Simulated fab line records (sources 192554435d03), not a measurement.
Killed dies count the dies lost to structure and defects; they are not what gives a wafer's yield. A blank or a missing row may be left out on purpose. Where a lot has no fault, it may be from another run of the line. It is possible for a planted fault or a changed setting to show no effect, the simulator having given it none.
A struck lot beside a sound one | flow n5Finfet | 14 out of 1938 route steps
Sound: the wafers L178.2, L178.5, L178.6. Struck: wafers L176.1, L176.4, L176.6. Last of all comes the cause.
Each step with rows lists, per side, the tool, then ch with its chambers, then its first start. Under that, the readings that differ: sound wafers | struck wafers | difference of the means | sigmas: that difference in standard deviations of wafers without a fault.
alike: readings whose means differ by less than 2 such deviations, and words and numbers that are the same on both sides. not compared: withheld readings, readings that some wafer has no value for, bounds like >300 that may hide the same value, and numbers for which the record gives no deviation and whose values overlap.
A row with sigmas, a row that says differs or no value, or rows on one side alone: a step with any of these is where the two part. Non-overlapping numbers with no deviation appear without sigmas and do not part them. A reading missing from all wafers of one side parts the sides only when that side holds two or more wafers.

N5_BEOL_M0_SAQP_RECESS_109: chemistry HF/NH3, target SiO2, target depth 3 nm, afs cycles 1, sublimation time 60 s.
  sound on vaporEtch-01 ch 0, day 8 14:14; struck on vaporEtch-01 ch 0, day 8 01:42
  alike: drypumpMotorCurrentA
N5_BEOL_M0_SAQP_SPACER2_ALD_26: deposits SiO2, target thk 15 nm, pulse time 1 s, purge time 2 s.
  sound on aldSin-01 ch 0,1,2, day 8 14:28; struck on aldSin-03 ch 0,3, day 8 01:58
  alike: heaterPowerW, precursorPulseHeightRel
  not compared: sinceWetCleanH
N5_BEOL_M0_SAQP_SPACER2_ETCHBACK_27: etches SiO2 in CHF3/O2, target depth 22.5 nm, time 11.25 s.
  sound on rieDiel-03 ch 0,1, day 8 15:04; struck on rieDiel-01 ch 0,2,3, day 8 02:31
  alike: drypumpMotorCurrentA, oesProductAu, rfVppV, showerheadPlenumPTorr, throttleValvePct
  not compared: rfHoursCounterH
N5_BEOL_M0_SAQP_MANDREL2_REMOVE_110: chemistry HBr/Cl2/O2, target a-Si, stops on SiCN, bt time 10 s.
  sound on rieSi-04 ch 0,1,3, day 8 15:10; struck on rieSi-02 ch 0,2,3, day 8 02:36
  alike: drypumpMotorCurrentA, oesProductAu, throttleValvePct
  not compared: rfHoursCounterH
N5_BEOL_M0_SAQP_CD_MEAS_29 targets a cd of 14.4 nm.
  sound on cdSem-03 ch 0, day 8 15:16; struck on cdSem-01 ch 0, day 8 02:43
  alike: cdNm
then, 7 steps without rows for these wafers: N5_BEOL_M0_SAQP_COAT_69 (time 60 s, resist thk 90 nm); N5_BEOL_M0_SAQP_COAT_72 (time 60 s, resist thk 15 nm); N5_BEOL_M0_SAQP_COAT_87 (time 60 s, resist thk 5 nm); N5_BEOL_M0_SAQP_COAT_34 (resist thk 30 nm); N5_BEOL_M0_SAQP_EBR_36; N5_BEOL_M0_SAQP_SOFTBAKE_35 (time 60 s); N5_BEOL_M0_SAQP_EXPOSE_37 (exposes mask M0 CUT1, target cd 30 nm).
N5_BEOL_M0_SAQP_PEB_38: peb time 60 s.
  sound on lithoTrack-02 ch 0, day 8 15:31; struck on lithoTrack-05, day 8 02:57
  no value came back on the struck wafers for chillPlateTempC (C), exhaustPa (Pa); on the sound wafers chillPlateTempC (C) reads 22.91 22.98 22.94
then, 1 step without rows for these wafers: N5_BEOL_M0_SAQP_DEVELOP_39 (develop time 30 s).

## WHERE THEY PART
At N5_BEOL_M0_SAQP_PEB_38 and nowhere else, as far as this record goes.

WHY: what the simulator had put in
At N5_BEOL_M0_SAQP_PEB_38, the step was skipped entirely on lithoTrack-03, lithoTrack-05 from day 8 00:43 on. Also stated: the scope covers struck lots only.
